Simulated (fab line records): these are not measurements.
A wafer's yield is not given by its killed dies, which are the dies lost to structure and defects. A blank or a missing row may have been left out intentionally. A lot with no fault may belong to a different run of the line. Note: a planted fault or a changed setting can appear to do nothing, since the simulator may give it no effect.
What tool caused it? | flow nand harc | 72 wafers from 24 lots sampled at 2 of the route's 1302 steps

## WHAT EACH GAUGE READ, for each wafer
NHARC_A_CONTACT_CD_MEAS_42: the cd target is 300 nm.
lot  | measured     | on        | cd nm (nm)
L074 | day 20 22:44 | cd sem-03 | 300.4 299.1 299.4
L075 | day 21 15:15 | cd sem-03 | 299.8 299.5 299.0
L076 | day 22 00:11 | cd sem-01 | 300.2 299.7 299.7
L077 | day 22 00:20 | cd sem-03 | 301.0 300.5 299.6
L078 | day 22 21:14 | cd sem-03 | 300.0 300.9 300.7
L079 | day 23 09:36 | cd sem-03 | 300.2 299.5 299.6
L081 | day 24 11:10 | cd sem-01 | 300.1 300.0 300.2
L082 | day 24 11:59 | cd sem-02 | 300.2 299.6 301.0
L080 | day 24 17:58 | cd sem-02 | 300.6 300.7 300.3
L083 | day 25 16:17 | cd sem-02 | 299.7 299.8 300.1
L085 | day 25 16:28 | cd sem-03 | 299.6 300.5 300.1
L084 | day 26 10:11 | cd sem-03 | 300.7 299.5 300.5
L086 | day 26 19:14 | cd sem-01 | 300.1 301.2 300.1
L087 | day 27 10:32 | cd sem-01 | 300.7 299.9 300.9
L089 | day 27 13:29 | cd sem-02 | 299.8 299.5 300.3
L090 | day 27 13:58 | cd sem-01 | 300.8 300.2 299.9
L088 | day 27 20:13 | cd sem-03 | 299.6 299.9 299.7
L091 | day 28 15:14 | cd sem-01 | 300.3 301.1 300.3
L093 | day 29 06:07 | cd sem-02 | 299.8 299.7 299.6
L094 | day 29 06:25 | cd sem-03 | 300.6 300.9 300.4
L092 | day 29 10:22 | cd sem-03 | 299.8 300.8 300.8
L095 | day 29 20:56 | cd sem-01 | 299.9 300.4 300.0
L096 | day 30 10:35 | cd sem-03 | 299.6 300.4 299.1
L097 | day 30 10:20 | cd sem-01 | 299.0 299.5 299.0

## TOOL THAT RAN EACH LOT (tool first, then ch and the chambers of the sampled wafers, then the start)
lot  | NHARC_A_WL_FILL_STRIP_29
L074 | rie diel-13 ch 0,1,3, day 20 09:04
L075 | rie diel-02 ch 0,1,3, day 21 00:53
L076 | rie diel-02 ch 1,3, day 21 12:10
L077 | rie diel-03 ch 0,3, day 21 12:13
L078 | rie diel-13 ch 0,1,2, day 22 05:41
L079 | rie diel-02 ch 0,1,2, day 22 21:29
L081 | rie diel-02 ch 0,3, day 23 19:26
L082 | rie diel-03 ch 1,3, day 23 19:28
L080 | rie diel-13 ch 0,2, day 23 23:12
L083 | rie diel-03 ch 0,1,2, day 25 04:10
L085 | rie diel-13 ch 1,2,3, day 25 04:33
L084 | rie diel-03 ch 1,2, day 25 22:07
L086 | rie diel-13 ch 0,1,3, day 26 07:13
L087 | rie diel-13 ch 0,3, day 26 22:28
L089 | rie diel-03 ch 0,1,2, day 27 01:36
L090 | rie diel-02 ch 0,1,2, day 27 03:11
L088 | rie diel-03 ch 2,3, day 27 04:29
L091 | rie diel-02 ch 1,2,3, day 28 01:23
L093 | rie diel-13 ch 0,1,3, day 28 18:07
L094 | rie diel-02 ch 0,1,2, day 28 19:53
L092 | rie diel-03 ch 1,2,3, day 28 20:55
L095 | rie diel-13 ch 0,1,3, day 29 08:13
L096 | rie diel-02 ch 0,1, day 29 21:14
L097 | rie diel-13 ch 0,3, day 29 21:21
- NHARC_A_WL_FILL_STRIP_29: strips in O2, time 20 s.

## AS READ BY THE TOOLS THEMSELVES (means over the sampled wafers that have a number; for cases with no such wafer, the mark the record gives instead)
NHARC_A_WL_FILL_STRIP_29.
lot  | tool        | chamber pressure mTorr (mTorr) | drypump motor current A (A) | oes product au (a.u.) | rf vpp V (V) | showerhead plenum p Torr (Torr) | throttle valve pct (%)
L074 | rie diel-13 | 60.04                          | 6.0                         | 1.014                 | 57.7         | 3.55                            | 17.040
L075 | rie diel-02 | 60.01                          | 5.7                         | 0.986                 | 58.1         | 3.51                            | 17.035
L076 | rie diel-02 | 60.00                          | 5.8                         | 0.997                 | 58.2         | 3.49                            | 17.037
L077 | rie diel-03 | 59.98                          | 6.0                         | 0.988                 | 58.1         | 3.40                            | 17.030
L078 | rie diel-13 | 59.96                          | 5.7                         | 1.005                 | 57.3         | 3.49                            | 17.037
L079 | rie diel-02 | 60.06                          | 5.7                         | 1.008                 | 58.0         | 3.46                            | 17.032
L081 | rie diel-02 | 60.00                          | 5.6                         | 1.002                 | 58.2         | 3.60                            | 17.043
L082 | rie diel-03 | 60.00                          | 5.6                         | 1.009                 | 57.3         | 3.37                            | 17.041
L080 | rie diel-13 | 60.00                          | 5.6                         | 1.021                 | 58.3         | 3.48                            | 17.039
L083 | rie diel-03 | 60.01                          | 5.5                         | 0.996                 | 57.3         | 3.34                            | 17.033
L085 | rie diel-13 | 60.04                          | 6.1                         | 1.017                 | 57.9         | 3.49                            | 17.035
L084 | rie diel-03 | 60.01                          | 5.2                         | 1.004                 | 57.2         | 3.31                            | 17.039
L086 | rie diel-13 | 59.98                          | 6.0                         | 1.023                 | 57.9         | 3.55                            | 17.039
L087 | rie diel-13 | 60.03                          | 6.4                         | 1.023                 | 57.1         | 3.53                            | 17.031
L089 | rie diel-03 | 59.94                          | 5.5                         | 1.007                 | 57.2         | 3.34                            | 17.042
L090 | rie diel-02 | 60.01                          | 5.7                         | 0.992                 | 56.9         | 3.46                            | 17.046
L088 | rie diel-03 | 60.03                          | 5.5                         | 1.002                 | 58.1         | 3.37                            | 17.042
L091 | rie diel-02 | 60.03                          | 5.7                         | 0.994                 | 58.0         | 3.44                            | 17.038
L093 | rie diel-13 | 60.00                          | 6.0                         | 1.015                 | 57.8         | 3.54                            | 17.037
L094 | rie diel-02 | 60.01                          | 5.7                         | 0.994                 | 57.9         | 3.46                            | 17.030
L092 | rie diel-03 | 60.02                          | 5.4                         | 1.007                 | 57.2         | 3.34                            | 17.028
L095 | rie diel-13 | 59.97                          | 6.0                         | 1.018                 | 58.4         | 3.54                            | 17.039
L096 | rie diel-02 | 60.00                          | 5.9                         | 0.999                 | 57.7         | 3.43                            | 17.035
L097 | rie diel-13 | 60.02                          | 6.4                         | 1.015                 | 57.1         | 3.53                            | 17.037

## THE ANSWER, worked out from the rows above alone
Rule: what is usual is taken from the lots themselves. Put in order of their means at a reading, lots are off if they are a third of the lots or fewer, leave a main group of 4 or more, and stand apart from it by a gap of 3 or more times the standard deviation of the main group's means; of several such gaps the widest counts. A main group whose means are all the same, to the digits that the tables above print for the reading, isn't used. Also off: a lot with no number at a reading for which 4 or more lots have one. All remaining lots with rows at the step are treated as sound. After the gauges, taken in route order, come the tools' own readings; for these a lot's mean is taken, as printed above. At the first step where some lot is off, the reading lying furthest off is the one used; lots without a number count as furthest.
Across all readings shown, no lot is off: no conclusion can be drawn from this.

## WHAT WAS PUT IN BY THE SIMULATOR
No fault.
